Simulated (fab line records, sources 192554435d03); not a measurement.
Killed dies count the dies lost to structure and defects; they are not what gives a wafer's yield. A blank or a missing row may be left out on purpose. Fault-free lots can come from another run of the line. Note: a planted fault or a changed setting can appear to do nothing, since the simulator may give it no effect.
A struck lot beside a sound one / flow n5Finfet / 16 out of 1938 route steps
Sound: these wafers, L771.3, L771.5, L771.6. Struck: wafers L770.2, L770.3, L770.5. The cause is given at the end.
At each step with rows: each side's tool, then ch and its chambers, then its first start. Under that, the readings that differ: sound wafers / struck wafers / difference of the means / sigmas: that difference in standard deviations of wafers without a fault.
alike: words and numbers the same on both sides, and readings whose means are apart by under 2 such deviations; not compared: readings that were withheld, readings missing a value for some wafer, numbers with overlapping values and no deviation given by the record, and bounds like >300 which may hide the same value.
The two part at a step that has a row with sigmas, a row that says differs or no value, or rows on one side only. Non-overlapping numbers with no deviation appear without sigmas and do not part them. A reading that every wafer of one side lacks parts them only if that side has two wafers or more.

first, 4 steps without rows for these wafers: N5_HKMG_FIN_SOFTBAKE_07 (time 60 s); N5_HKMG_FIN_EXPOSE_09 (exposes mask NWFM); N5_HKMG_FIN_PEB_10 (peb time 60 s); N5_HKMG_FIN_DEVELOP_11 (develop time 30 s).
N5_HKMG_FIN_CD_MEAS_12 targets a cd of 92.8 nm.
  sound on cdSem-01 ch 0, day 6 06:47; struck on cdSem-02 ch 0, day 6 02:56
  alike: cdNm
N5_HKMG_FIN_OVL_MEAS_13:
  sound on overlay-01 ch 0, day 6 06:49; struck on overlay-01 ch 0, day 6 02:58
  alike: NWFM_OVL
N5_HKMG_FIN_INSPECT_14: inspects for defects (macro).
  sound on defectInspect-02, day 6 06:50; struck on defectInspect-01, day 6 02:59
  alike: rawDefectCount
N5_HKMG_FIN_DESCUM_17: chemistry O2, time 7.9 s.
  sound on rieDiel-02 ch 0,1, day 6 06:52; struck on rieDiel-06 ch 0,2, day 6 03:46
  alike: drypumpMotorCurrentA, oesProductAu, rfVppV, showerheadPlenumPTorr, throttleValvePct
  not compared: rfHoursCounterH
N5_HKMG_FIN_ETCH_31: etches SiARC in CF4, target depth 45.5 nm, time 75.8 s.
  sound on rieDiel-02 ch 0,1, day 6 06:55; struck on rieDiel-06 ch 0,2, day 6 03:48
reading=etchRfOnTimeS (s); sound=76.0 75.1 73.7; struck=77.4 78.2 77.8; difference=+2.9; sigmas=+2
  alike: biasW, drypumpMotorCurrentA, oesProductAu, rfVppV, showerheadPlenumPTorr, throttleValvePct
  not compared: rfHoursCounterH
N5_HKMG_FIN_ETCH_32: etches SOC in N2/H2, target depth 240 nm, time 300 s.
  sound on rieDiel-02 ch 0,1, day 6 06:58; struck on rieDiel-06 ch 0,2, day 6 03:52
  alike: biasW, drypumpMotorCurrentA, oesProductAu, rfVppV, showerheadPlenumPTorr, throttleValvePct
  not compared: rfHoursCounterH
then, 1 step without rows for these wafers: N5_HKMG_FIN_STRIP_33 (strips in N2/H2).
N5_HKMG_FIN_STRIP_34: strips in CF4.
  sound on rieDiel-02 ch 0,1, day 6 07:09; struck on rieDiel-06 ch 0,2, day 6 04:03
  alike: drypumpMotorCurrentA, oesProductAu, rfVppV, showerheadPlenumPTorr, throttleValvePct
  not compared: rfHoursCounterH
N5_HKMG_FIN_ETCH_35: etches SOC in N2/H2, target depth 215.8 nm, time 243.4 s.
  sound on rieDiel-02 ch 0,1, day 6 07:10; struck on rieDiel-06 ch 0,2, day 6 04:04
reading=biasW (W); sound=4.984 4.989 4.993; struck=4.812 4.818 4.820; difference=-0.172; sigmas=-11
reading=rfVppV (V); sound=141.1 142.1 140.7; struck=137.1 137.8 136.0; difference=-4.3; sigmas=-4
  alike: drypumpMotorCurrentA, oesProductAu, showerheadPlenumPTorr, throttleValvePct
  not compared: rfHoursCounterH
N5_HKMG_FIN_STRIP_92: strips SOC in N2/H2, time 20 s.
  sound on rieDiel-02 ch 0,1, day 6 07:19; struck on rieDiel-06 ch 0,2, day 6 04:13
  alike: drypumpMotorCurrentA, oesProductAu, rfVppV, showerheadPlenumPTorr, throttleValvePct
  not compared: rfHoursCounterH
-- the record jumps here: 3 days lie between the struck wafers' starts before and after (it left off in module HKMG_FIN and takes up again in module BEOL_M4, whose first step shown is number 1111 of the route) --
N5_BEOL_M4_RC_MEAS_101:
  sound on prober-02 ch 0, day 9 19:34; struck on prober-02 ch 0, day 9 14:36
  alike: DIBL_N, DIBL_P, IOFF_N, IOFF_P, ION_N, ION_P, SS_N, SS_P, VT_N, VT_P
-- here the record skips 5 days between the struck wafers' starts before and after, leaving off in module BEOL_M4 and picking up in module PASSIVATION (first step shown: number 1936 of the route) --
N5_PASSIVATION_PROBE_49:
  sound on prober-02, day 14 03:20; struck on prober-02, day 14 04:56
reading=killedAtOther; sound=1 4 1; struck=7 9 9; difference=+6; sigmas=+2
  alike: defectLimitedYield, killed_at_M0_to_M3, killed_at_M4_up, killedAtContacts, killedAtFrontEnd, killedDies, killedOnRim, killedOpen, killedShort, sort_bin_5_function, sort_bin_6_memory, sortNPass, sortYieldPct

## WHERE THEY PART
Earliest at N5_HKMG_FIN_ETCH_31; latest, in this record, at N5_PASSIVATION_PROBE_49.

WHY: whatever the simulator had introduced
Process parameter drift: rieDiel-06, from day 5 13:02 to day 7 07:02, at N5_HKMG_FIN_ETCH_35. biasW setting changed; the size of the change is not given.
